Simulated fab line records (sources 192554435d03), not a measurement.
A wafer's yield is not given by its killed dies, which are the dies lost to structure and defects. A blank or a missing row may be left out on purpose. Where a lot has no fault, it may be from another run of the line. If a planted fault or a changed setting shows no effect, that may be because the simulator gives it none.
Which tool is to blame? ; flow n5-finfet ; 10 lots, 28 wafers sampled, at 6 steps of a route of 1938

WHAT THE GAUGES SHOWED, per wafer
Not one reading of a measure or inspect step in the record can be checked against a usual standard deviation.

TOOL THAT RAN EACH LOT (tool first, then ch and the chambers of the sampled wafers, then the start)
lot;N5_BEOL_M6_ALD_77;N5_BEOL_M6_ANNEAL_51;N5_BEOL_M7_HM_DEP_02;N5_BEOL_M7_COAT_60;N5_BEOL_M7_ETCH_61;N5_PASSIVATION_PROBE_49
L188;ald-metal-01 ch 0,1,2, day 10 08:56;rtp-anneal-01 ch 0, day 10 11:09;pvd-sputter-03, day 10 14:12;litho-track-04 ch 0, day 10 14:19;rie-diel-01 ch 1,2,3, day 10 14:49;-
L191;ald-metal-04 ch 0,2, day 10 16:52;rtp-anneal-01 ch 0, day 10 18:04;pvd-sputter-02, day 10 20:44;litho-track-03 ch 0, day 10 20:52;rie-diel-02 ch 1,2, day 10 21:52;prober-02, day 14 07:17
L193;ald-metal-01 ch 1,2, day 11 16:54;rtp-anneal-01 ch 0, day 11 19:19;pvd-sputter-01, day 11 21:16;litho-track-04 ch 0, day 11 21:24;rie-diel-01 ch 1,3, day 11 21:54;-
L199;ald-metal-01 ch 1,2,3, day 13 07:11;rtp-anneal-01 ch 0, day 13 10:44;pvd-sputter-01, day 13 14:08;litho-track-04 ch 0, day 13 14:16;rie-diel-02 ch 0,1,3, day 13 14:52;prober-02, day 16 21:03
L200;ald-metal-01 ch 0,1,3, day 13 16:58;rtp-anneal-01 ch 0, day 13 17:56;pvd-sputter-01, day 13 19:55;litho-track-04 ch 0, day 13 20:03;rie-diel-02 ch 2,3, day 13 20:25;prober-02, day 17 15:11
L204;ald-metal-01 ch 0,1,3, day 13 18:11;rtp-anneal-02 ch 0, day 13 19:07;pvd-sputter-02, day 13 22:57;litho-track-02 ch 0, day 13 23:05;rie-diel-06 ch 0,1,3, day 13 23:34;prober-01, day 17 15:55
L203;ald-metal-01 ch 0,2,3, day 14 10:30;rtp-anneal-02 ch 0, day 14 11:17;pvd-sputter-02, day 14 14:14;litho-track-04 ch 0, day 14 14:22;rie-diel-06 ch 0,2,3, day 14 14:47;prober-02, day 18 08:06
L205;ald-metal-02 ch 1,2, day 14 14:39;rtp-anneal-02 ch 0, day 14 16:15;pvd-sputter-02, day 14 18:50;litho-track-02 ch 0, day 14 18:58;rie-diel-02 ch 0,3, day 14 19:37;prober-02, day 18 09:26
L206;ald-metal-04 ch 0,3, day 15 12:28;rtp-anneal-02 ch 0, day 15 14:46;pvd-sputter-03, day 15 16:37;litho-track-03 ch 0, day 15 16:45;rie-diel-06 ch 1,2, day 15 17:15;prober-01, day 19 07:49
L209;ald-metal-04 ch 0,3, day 15 23:56;rtp-anneal-02 ch 0, day 16 01:14;pvd-sputter-01, day 16 05:11;litho-track-02 ch 0, day 16 05:19;rie-diel-02 ch 0,1,3, day 16 05:49;-
- N5_BEOL_M6_ALD_77: deposits TaN, target thk 2 nm, pulse time 2 s, purge time 3 s.
- N5_BEOL_M6_ANNEAL_51: time 90 s.
- N5_BEOL_M7_HM_DEP_02: deposits TiN, target thk 20 nm.
- N5_BEOL_M7_COAT_60: time 60 s, resist thk 35 nm.
- N5_BEOL_M7_ETCH_61: etches SiARC in CF4, target depth 45.5 nm, time 75.8 s.
- N5_PASSIVATION_PROBE_49

WHAT THE TOOLS THEMSELVES READ (means of the sampled wafers that have a number; where no wafer has one, the mark that the record gives instead)
N5_BEOL_M6_ALD_77. Usual: heater-power-outer-w 230 W, standard deviation 34; heater-power-w 423 W, standard deviation 44; susceptor-temp-C 275.00 C, standard deviation 0.18.
lot;tool;heater-power-outer-w (W);heater-power-w (W);susceptor-temp-C (C);flag
L188;ald-metal-01;241;434;274.94;
L191;ald-metal-04;217;456;275.18;
L193;ald-metal-01;206;393;274.93;
L199;ald-metal-01;211;410;275.07;
L200;ald-metal-01;250;443;274.98;
L204;ald-metal-01;248;447;275.00;
L203;ald-metal-01;248;449;275.03;
L205;ald-metal-02;228;394;274.96;
L206;ald-metal-04;227;441;275.03;
L209;ald-metal-04;225;443;274.97;

N5_BEOL_M6_ANNEAL_51. Usual: anneal-temp-c-max 225.83, standard deviation 0.21; wafer_temp_C_max 226.05, standard deviation 0.28.
lot;tool;anneal-temp-c-max;wafer_temp_C_max;flag
L188;rtp-anneal-01;225.95;226.11;
L191;rtp-anneal-01;225.86;226.40;
L193;rtp-anneal-01;225.89;226.11;
L199;rtp-anneal-01;225.86;226.51;
L200;rtp-anneal-01;225.76;226.13;
L204;rtp-anneal-02;226.00;226.00;
L203;rtp-anneal-02;225.60;226.18;
L205;rtp-anneal-02;225.77;225.97;
L206;rtp-anneal-02;225.74;226.03;
L209;rtp-anneal-02;225.91;225.88;

N5_BEOL_M7_HM_DEP_02. Usual: chamber-pressure-pa 0.5001 Pa, standard deviation 0.0011; susceptor-temp-C 25.04 C, standard deviation 0.11; throttle-valve-pct 30.0 %, standard deviation 1.
lot;tool;chamber-pressure-pa (Pa);susceptor-temp-C (C);throttle-valve-pct (%);flag
L188;pvd-sputter-03;0.4997;24.99;29.7;
L191;pvd-sputter-02;0.5001;25.03;29.1;
L193;pvd-sputter-01;0.5001;24.93;30.6;
L199;pvd-sputter-01;0.4998;24.98;31.4;
L200;pvd-sputter-01;0.4995;25.05;31.4;
L204;pvd-sputter-02;0.5006;24.97;29.7;
L203;pvd-sputter-02;0.5005;25.03;29.7;
L205;pvd-sputter-02;0.5006;25.21;30.4;
L206;pvd-sputter-03;0.5001;24.99;29.8;
L209;pvd-sputter-01;0.5001;25.09;29.6;

N5_BEOL_M7_COAT_60. Usual: dispense-pressure-kPa 50 kPa, standard deviation 5.1; spin-speed-rpm 1499.9 rpm, standard deviation 0.94.
lot;tool;dispense-pressure-kPa (kPa);spin-speed-rpm (rpm);flag
L188;litho-track-04;55;1499.0;
L191;litho-track-03;47;1499.3;
L193;litho-track-04;55;1499.8;
L199;litho-track-04;55;1500.7;
L200;litho-track-04;55;1360.2;OFF
L204;litho-track-02;43;1499.5;
L203;litho-track-04;55;1360.7;OFF
L205;litho-track-02;43;1500.5;
L206;litho-track-03;47;1499.1;
L209;litho-track-02;43;1499.6;

N5_BEOL_M7_ETCH_61. Usual: drypump-motor-current-A 6.1 A, standard deviation 0.46; etch-rf-on-time-s 77.2 s, standard deviation 1.3; oes-product-au 0.65 a.u., standard deviation 0.074; rf-vpp-V 183.8 V, standard deviation 1.5; showerhead-plenum-p-Torr 2.12 Torr, standard deviation 0.1; throttle-valve-pct 15.6 %, standard deviation 0.33.
lot;tool;drypump-motor-current-A (A);etch-rf-on-time-s (s);oes-product-au (a.u.);rf-vpp-V (V);showerhead-plenum-p-Torr (Torr);throttle-valve-pct (%);flag
L188;rie-diel-01;5.7;76.7;0.61;184.0;2.13;15.8;
L191;rie-diel-02;6.0;78.4;0.64;183.6;2.10;15.6;
L193;rie-diel-01;5.9;77.2;0.58;184.4;2.11;15.9;
L199;rie-diel-02;6.2;77.6;0.65;184.8;2.17;15.6;
L200;rie-diel-02;6.5;81.3;0.62;182.8;2.00;15.8;OFF
L204;rie-diel-06;6.2;75.9;0.74;184.0;2.11;15.4;
L203;rie-diel-06;6.1;80.4;0.72;184.3;2.19;15.5;
L205;rie-diel-02;6.4;76.6;0.64;183.8;2.11;15.8;
L206;rie-diel-06;5.7;78.5;0.60;183.2;2.13;15.7;
L209;rie-diel-02;6.1;78.2;0.63;184.4;2.17;15.7;

N5_PASSIVATION_PROBE_49. Usual: defect-limited-yield 91.3 %, standard deviation 1.3; killed_at_M0_to_M3 34, standard deviation 9.1; killed_at_M4_up 14, standard deviation 5.6; killed-at-contacts 13, standard deviation 5.9; killed-at-front-end 39, standard deviation 11; killed-at-other 3.6, standard deviation 3; killed-dies 102, standard deviation 16; killed-open 68, standard deviation 12; killed-short 33, standard deviation 7.3; sort_bin_5_function 5.2 %, standard deviation 0.89; sort_bin_6_memory 3.2 %, standard deviation 0.68; sort_bin_8_speed 0.00 %, standard deviation 0.027; sort-n-pass 1078, standard deviation 16; sort-yield-pct 91.3 %, standard deviation 1.3.
lot;tool;defect-limited-yield (%);killed_at_M0_to_M3;killed_at_M4_up;killed-at-contacts;killed-at-front-end;killed-at-other;killed-dies;killed-open;killed-short;sort_bin_5_function (%);sort_bin_6_memory (%);sort_bin_8_speed (%);sort-n-pass;sort-yield-pct (%);flag
L191;prober-02;90.9;34;12;4;53;4.0;108;64;42;5.4;3.0;0.00;1072;90.9;
L199;prober-02;92.0;38;14;7;31;4.5;95;61;33;4.9;3.0;0.00;1085;92.0;
L200;prober-02;91.7;36;11;14;30;7.3;98;61;34;4.5;3.4;0.00;1082;91.7;
L204;prober-01;90.9;30;15;11;44;6.3;108;73;35;6.0;2.9;0.00;1072;90.9;
L203;prober-02;91.9;31;13;9;41;1.0;95;60;34;5.0;2.7;0.00;1085;91.9;
L205;prober-02;91.8;36;16;10;34;1.3;97;59;37;5.3;2.6;0.00;1083;91.8;
L206;prober-01;92.0;20;15;15;43;1.7;94;52;41;4.7;2.9;0.00;1086;92.0;

THE ANSWER, worked out from the rows above alone
Rule: take the mean of a lot's wafers that have a number; if it is more than 3 standard deviations from the usual mean, the lot is off. A lot without any number at a reading at which 4 lots or more have one is off too. All remaining lots with rows at the step are treated as sound. The gauges are gone through in route order, then the tools' own readings, and for those a lot's mean is taken as printed above. The first step at which some lot is off is used, and at that step the reading that is off furthest; a lot without a number counts as furthest.
Off, at N5_BEOL_M7_COAT_60 on spin-speed-rpm: L200, L203.
If a tool, at that step or one of the process steps before it, ran each lot that is off and ran no sound lot following the first of them, it fits. One fits: litho-track-04 at N5_BEOL_M7_COAT_60. Its last sound lot is L199 (day 13 14:16), its first lot that is off L200 (day 13 20:03): a fault that began between those two fits.
On the lots that are off, the tool's own readings at N5_BEOL_M7_COAT_60 differ by more than 5 times the standard deviation of the sound lots' means, which bears it out; spin-speed-rpm reads 1360.5 rpm there versus 1499.7 rpm on the sound lots.

WHAT HAD BEEN PUT IN BY THE SIMULATOR
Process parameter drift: litho-track-04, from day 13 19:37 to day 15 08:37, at N5_BEOL_M7_COAT_60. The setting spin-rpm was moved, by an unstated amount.
Shown lots that were struck: L200, L203. The same result came from the rule above.
